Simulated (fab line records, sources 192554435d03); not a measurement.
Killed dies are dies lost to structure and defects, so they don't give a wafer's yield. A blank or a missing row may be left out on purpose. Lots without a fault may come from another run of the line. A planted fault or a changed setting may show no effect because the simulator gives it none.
Which tool did it? | flow n5_finfet | 10 lots, 30 wafers sampled, at 2 steps of a route of 1938

WHAT THE GAUGES READ, wafer by wafer
N5_MIM_BOT_LITHO_OVL_MEAS_11. Usual: MIM_BOT_OVL 0 nm, standard deviation 5.3.
lot  | measured     | on         | MIM_BOT_OVL (nm) | flag
L924 | day 12 13:17 | overlay-01 | -9 -13 -10       |
L925 | day 12 19:10 | overlay-02 | 12 8 2           |
L926 | day 12 14:29 | overlay-01 | 11 8 7           |
L929 | day 13 12:35 | overlay-01 | -9 -5 -4         |
L930 | day 13 18:59 | overlay-02 | 6 0 3            |
L931 | day 14 01:38 | overlay-01 | 4 4 -1           |
L941 | day 16 01:52 | overlay-02 | 3 6 7            |
L942 | day 16 23:41 | overlay-02 | -4 0 4           |
L943 | day 17 10:43 | overlay-02 | -7 -7 1          |
L945 | day 17 21:13 | overlay-01 | -3 -5 -2         |

WHICH TOOL RAN EACH LOT (tool, then ch and the chambers of the sampled wafers, then the start)
lot  | N5_GATE_CUT_VAPOR_ETCH_60
L924 | rie_metal-01 ch 0,1, day 4 13:55
L925 | rie_metal-02 ch 0, day 4 22:32
L926 | rie_metal-02 ch 0,1, day 5 04:52
L929 | rie_metal-02 ch 0,1, day 6 00:20
L930 | rie_metal-03 ch 1, day 6 04:02
L931 | rie_metal-02 ch 0,1, day 6 10:20
L941 | rie_metal-02 ch 0,1, day 9 01:49
L942 | rie_metal-03 ch 0,1, day 9 03:44
L943 | rie_metal-03 ch 0,1, day 9 10:11
L945 | rie_metal-02 ch 0,1, day 9 20:49
- N5_GATE_CUT_VAPOR_ETCH_60: etches HfO2 in BCl3/Cl2.

WHAT THE TOOLS THEMSELVES READ (means of the sampled wafers that have a number; where no wafer has one, the mark that the record gives instead)
N5_GATE_CUT_VAPOR_ETCH_60. Usual: drypump_motor_current_A 5.8 A, standard deviation 0.43; he_backside_leak_sccm 3.34 sccm, standard deviation 0.22; oes_product_au 0.79 a.u., standard deviation 0.083.
lot  | tool         | drypump_motor_current_A (A) | he_backside_leak_sccm (sccm) | oes_product_au (a.u.) | flag
L924 | rie_metal-01 | 5.7                         | 3.10                         | 0.78                  |
L925 | rie_metal-02 | 5.2                         | 3.20                         | 0.80                  |
L926 | rie_metal-02 | 5.6                         | 3.36                         | 0.91                  |
L929 | rie_metal-02 | 5.4                         | 3.35                         | 0.85                  |
L930 | rie_metal-03 | 6.0                         | 3.27                         | 0.79                  |
L931 | rie_metal-02 | 5.5                         | 3.40                         | 0.89                  |
L941 | rie_metal-02 | 5.5                         | 3.33                         | 0.86                  |
L942 | rie_metal-03 | 6.3                         | 3.41                         | 0.70                  |
L943 | rie_metal-03 | 6.1                         | 3.31                         | 0.74                  |
L945 | rie_metal-02 | 5.4                         | 3.42                         | 0.81                  |

THE ANSWER, worked out from the rows above alone
Rule: a lot is off if the mean of its wafers that have a number lies more than 3 standard deviations from the usual mean. A lot without any number at a reading at which 4 lots or more have one is off too. The other lots that the step has rows for count as sound. The gauges are gone through in route order, then the tools' own readings, and for those a lot's mean is taken as printed above. The first step at which some lot is off is used, and at that step the reading that is off furthest; a lot without a number counts as furthest.
No lot is off at any reading shown: from this, nothing can be told.

WHAT THE SIMULATOR HAD PUT IN
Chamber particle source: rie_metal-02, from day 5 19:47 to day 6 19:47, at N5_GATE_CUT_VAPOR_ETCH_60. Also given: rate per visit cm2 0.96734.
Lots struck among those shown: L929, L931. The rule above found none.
